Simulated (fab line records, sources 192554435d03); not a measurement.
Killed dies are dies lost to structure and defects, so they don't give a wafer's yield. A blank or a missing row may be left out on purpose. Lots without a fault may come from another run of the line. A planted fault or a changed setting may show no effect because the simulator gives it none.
fab line records | flow n5_finfet | part 2 of 2: steps 22 to 29 of 29
record lots=5 wafers=15 last_day=19
route steps=1938 shown ZERO_LAYER@3 WELL_APT@20
lots that met no fault: from a run of the same line without faults
start_h: hours from the record's first day to the start of the lot's first wafer shown | wait_h: hours since the lot's step before | " the same as in the row above | L1.1+2: a row that stands for several wafers | - no value, or no start given | * or withheld: withheld | < > ~ a bound
route shown NAME@n: a module of which the file shows steps, and the number in the route of the first | usual: mean/standard deviation of fault-free wafers | same: alike in all rows | chamber/n: place in a boat | sites: the reading at each site | _std_site: their standard deviation | _edge_site: outer sites' mean less inner sites' | radius_mm: how far each site lies from the wafer's centre | mask NAME#n: copy n | behind: the tool/chamber that last shaped the wafer | hold: why the lot was held/for how many hours/how that ended | device: the transistor (n, p or np) that didn't switch | end of line: the same wafers' tests at the end of the route | a step without rows: its recipe alone | killed: dies lost to structure and defects at the first sort, not the wafer's yield | map: a wafer's dies, x killed, . not, _ none there
set.NAME: the setting as run; set.NAME@STEP: as run at that earlier step | model.NAME: the simulator's own value behind a step, which no gauge read
lots at some steps of the route; a table a step, a row a wafer
services: from which hour (start_h, from the record's first day; less than 0 if before it) a tool's chamber was out of use, for how many hours, and why
## steps
# step N5_WELL_APT_EXPOSE_05
# recipe mask_id=NWELL na=0.8 source_shape=conventional sigma_outer=0.8 polarization=unpolarized defocus_nm=0 target_cd_nm=200 dose_mj=20.3
# usual exposure_dose_mJ_cm2=20.294/0.02
# columns lot.wafer tool chamber start_h wait_h mask exposure_dose_mJ_cm2
L079.2 krf_scanner-01 0 44.13 - NWELL#0 20.278
L079.3 " 0 " " NWELL#0 20.293
L079.5 " 0 " " NWELL#0 20.320
L083.1 krf_scanner-01 0 67.81 - NWELL#0 20.311
L083.3 " 0 " " NWELL#0 20.315
L083.5 " 0 " " NWELL#0 20.276
L089.1 krf_scanner-01 0 103.57 - NWELL#0 20.336
L089.4 " 0 " " NWELL#0 20.306
L089.5 " 0 " " NWELL#0 20.323
L095.1 krf_scanner-02 0 139.39 - NWELL#0 20.292
L095.3 " 0 " " NWELL#0 20.266
L095.4 " 0 " " NWELL#0 20.296
L097.1 krf_scanner-02 0 151.83 - NWELL#0 20.297
L097.4 " 0 " " NWELL#0 20.316
L097.5 " 0 " " NWELL#0 20.295
# step N5_WELL_APT_PEB_06
# recipe peb_temp_c=130 peb_time_s=90
# usual resist_line_temp_C=22.99/0.11
# same peb_time_s=90
# columns lot.wafer tool chamber start_h wait_h resist_line_temp_C
L079.2 litho_track-05 0 44.18 0.0 22.99
L079.3 " 0 " " 22.80
L079.5 " 0 " " 22.84
L083.1 litho_track-05 0 67.86 0.1 23.06
L083.3 " 0 " " 23.03
L083.5 " 0 " " 22.92
L089.1 litho_track-03 0 103.62 0.1 23.12
L089.4 " 0 " " 22.93
L089.5 " 0 " " 23.06
L095.1 litho_track-05 0 139.44 0.1 22.87
L095.3 " 0 " " 22.90
L095.4 " 0 " " 23.12
L097.1 litho_track-05 0 151.88 0.1 23.16
L097.4 " 0 " " 22.99
L097.5 " 0 " " 23.11
# step N5_WELL_APT_DEVELOP_07
# recipe develop_time_s=45 rinse_liquid=surfactant_rinse dry=air_spin dev_temp_c=21
# usual resist_line_temp_C=22.98/0.11
# columns lot.wafer tool chamber start_h wait_h resist_line_temp_C
L079.2 litho_track-05 0 - - 22.94
L079.3 " 0 " " 22.98
L079.5 " 0 " " 23.08
L083.1 litho_track-05 0 - - 22.93
L083.3 " 0 " " 22.92
L083.5 " 0 " " 22.94
L089.1 litho_track-03 0 - - 23.12
L089.4 " 0 " " 22.99
L089.5 " 0 " " 22.96
L095.1 litho_track-05 0 - - 23.08
L095.3 " 0 " " 23.00
L095.4 " 0 " " 23.10
L097.1 litho_track-05 0 - - 23.00
L097.4 " 0 " " 23.22
L097.5 " 0 " " 22.95
# step N5_WELL_APT_HARDBAKE_12
# recipe temp_c=130 time_s=120
# usual resist_line_temp_C=23.00/0.11
# columns lot.wafer tool chamber start_h wait_h resist_line_temp_C
L079.2 litho_track-05 0 - - 22.84
L079.3 " 0 " " 22.89
L079.5 " 0 " " 22.79
L083.1 litho_track-05 0 - - 23.01
L083.3 " 0 " " 22.97
L083.5 " 0 " " 23.14
L089.1 litho_track-03 0 - - 22.91
L089.4 " 0 " " 22.92
L089.5 " 0 " " 22.84
L095.1 litho_track-05 0 - - 22.88
L095.3 " 0 " " 23.07
L095.4 " 0 " " 22.92
L097.1 litho_track-05 0 - - 23.10
L097.4 " 0 " " 23.09
L097.5 " 0 " " 23.09
# step N5_WELL_APT_CD_MEAS_08
# recipe target_cd_nm=200 landing_energy_ev=500 detector=se_inlens
# usual cd_nm=199.9/1.7
# same landing_energy_ev=500
# columns lot.wafer tool chamber start_h wait_h cd_nm
L079.2 cd_sem-03 0 44.29 - 198.4
L079.3 " 0 " " 199.4
L079.5 " 0 " " 197.6
L083.1 cd_sem-03 0 67.98 - 201.7
L083.3 " 0 " " 197.1
L083.5 " 0 " " 199.0
L089.1 cd_sem-01 0 103.74 - 199.4
L089.4 " 0 " " 198.5
L089.5 " 0 " " 198.5
L095.1 cd_sem-01 0 139.56 - 200.7
L095.3 " 0 " " 199.3
L095.4 " 0 " " 197.7
L097.1 cd_sem-03 0 152.00 - 198.0
L097.4 " 0 " " 197.5
L097.5 " 0 " " 198.5
# step N5_WELL_APT_OVL_MEAS_09
# recipe points_per_wafer=44
# usual NWELL_OVL=1/5.3
# same points_per_wafer=44
# columns lot.wafer tool chamber start_h wait_h NWELL_OVL[nm]
L079.2 overlay-02 0 44.32 0.0 -4
L079.3 " 0 " " -11
L079.5 " 0 " " 1
L083.1 overlay-02 0 68.01 0.0 -7
L083.3 " 0 " " 3
L083.5 " 0 " " -3
L089.1 overlay-01 0 103.77 0.0 6
L089.4 " 0 " " 6
L089.5 " 0 " " 5
L095.1 overlay-01 0 139.59 0.0 1
L095.3 " 0 " " -1
L095.4 " 0 " " -3
L097.1 overlay-01 0 152.03 0.0 2
L097.4 " 0 " " -6
L097.5 " 0 " " -7
# step N5_WELL_APT_INSPECT_10
# recipe mode=adi inspect_instrument=macro
# usual raw_defect_count=2.1/1.5
# columns lot.wafer tool chamber start_h wait_h raw_defect_count
L079.2 defect_inspect-02 - 44.35 0.0 3
L079.3 " - " " 0
L079.5 " - " " 1
L083.1 defect_inspect-02 - 68.03 0.0 1
L083.3 " - " " 2
L083.5 " - " " 3
L089.1 defect_inspect-02 - 103.79 0.0 4
L089.4 " - " " 1
L089.5 " - " " 5
L095.1 defect_inspect-02 - 139.61 0.0 3
L095.3 " - " " 4
L095.4 " - " " 1
L097.1 defect_inspect-02 - 152.05 0.0 3
L097.4 " - " " 2
L097.5 " - " " 1
# step N5_WELL_APT_DESCUM_13
# recipe chemistry=O2 time_s=7.9 source_power_w=50 bias_power_w=20 pressure_mtorr=20 rf_frequency_hz=2.712e+07 temp_c=40 o2_flow_sccm=225
# usual bias_power_w=20.00/0.063 drypump_motor_current_A=5.8/0.51 o2_flow_sccm=225.1/0.73 oes_product_au=0.76/0.075 rf_vpp_V=243.0/1.3 showerhead_plenum_p_Torr=2.08/0.066 temp_c=40.01/0.12 throttle_valve_pct=20.48/0.26
# columns lot.wafer tool chamber start_h wait_h bias_power_w drypump_motor_current_A o2_flow_sccm oes_product_au rf_hours_counter_h rf_vpp_V showerhead_plenum_p_Torr temp_c throttle_valve_pct
L079.2 rie_diel-01 3 44.51 0.2 20.04 6.0 224.9 0.71 241 242.8 2.07 40.09 20.39
L079.3 " 2 " " 19.99 6.6 224.4 0.82 103 241.8 2.04 40.17 20.89
L079.5 " 1 " " 19.96 5.8 225.7 0.69 - 241.7 2.06 40.02 20.83
L083.1 rie_diel-04 1 68.33 0.3 19.98 6.4 226.2 0.69 215 243.3 2.16 40.09 20.44
L083.3 " 0 " " 20.00 6.0 224.7 0.78 94 243.4 2.13 40.08 20.85
L083.5 " 3 " " 20.01 5.2 225.2 0.73 - 240.9 1.99 39.96 20.27
L089.1 rie_diel-01 1 103.83 0.0 19.82 5.8 224.9 1.02 0 244.0 2.05 39.95 20.39
L089.4 " 3 " " 20.07 5.9 226.3 1.02 - 242.8 2.06 40.06 19.99
L089.5 " 2 " " 19.97 6.5 224.0 0.79 - 241.9 2.03 39.76 20.90
L095.1 rie_diel-01 1 139.67 0.1 19.97 5.8 224.9 0.94 13 242.3 2.05 39.88 20.39
L095.3 " 0 " " 19.88 6.4 224.5 0.73 177 244.6 2.16 39.99 20.63
L095.4 " 2 " " 20.03 6.5 225.5 0.77 143 242.3 2.03 39.91 20.93
L097.1 rie_diel-04 1 152.09 0.0 19.99 6.4 225.4 0.68 248 244.3 2.15 40.03 20.49
L097.4 " 1 " " 20.17 6.4 227.5 0.67 - 243.7 2.15 40.03 20.49
L097.5 " 0 " " 19.95 6.0 225.2 0.77 - 244.0 2.12 39.79 20.90
## services
# columns tool chamber start_h hours kind
rie_diel-06 - 23.51 0.1 repair
krf_scanner-01 - 26.96 12.0 repair
krf_scanner-02 - 37.96 6.0 repair
rie_diel-06 3 41.17 1.7 repair
krf_scanner-02 - 43.96 1.0 pm
rie_diel-06 0 57.25 43.9 repair
krf_scanner-02 - 58.89 1.5 repair
pecvd-03 1 59.37 15.9 repair
wet_bench-06 - 71.57 4.0 repair
krf_scanner-02 - 76.32 0.4 repair
rie_diel-06 2 76.37 23.5 repair
krf_scanner-02 - 94.24 4.0 pm
rie_diel-01 0 100.51 13.7 repair
pecvd-03 2 101.61 3.9 repair
pecvd-03 0 103.00 14.9 repair
krf_scanner-02 - 108.45 1.3 pm
rie_diel-06 0 117.80 3.6 repair
wet_bench-06 - 127.30 6.4 repair
krf_scanner-02 - 129.47 3.6 pm
krf_scanner-01 - 134.84 1.3 pm
rie_si-04 0 136.64 1.9 repair
krf_scanner-02 - 138.39 0.8 pm
wet_bench-06 - 146.66 2.9 repair
krf_scanner-01 - 151.50 1.0 pm
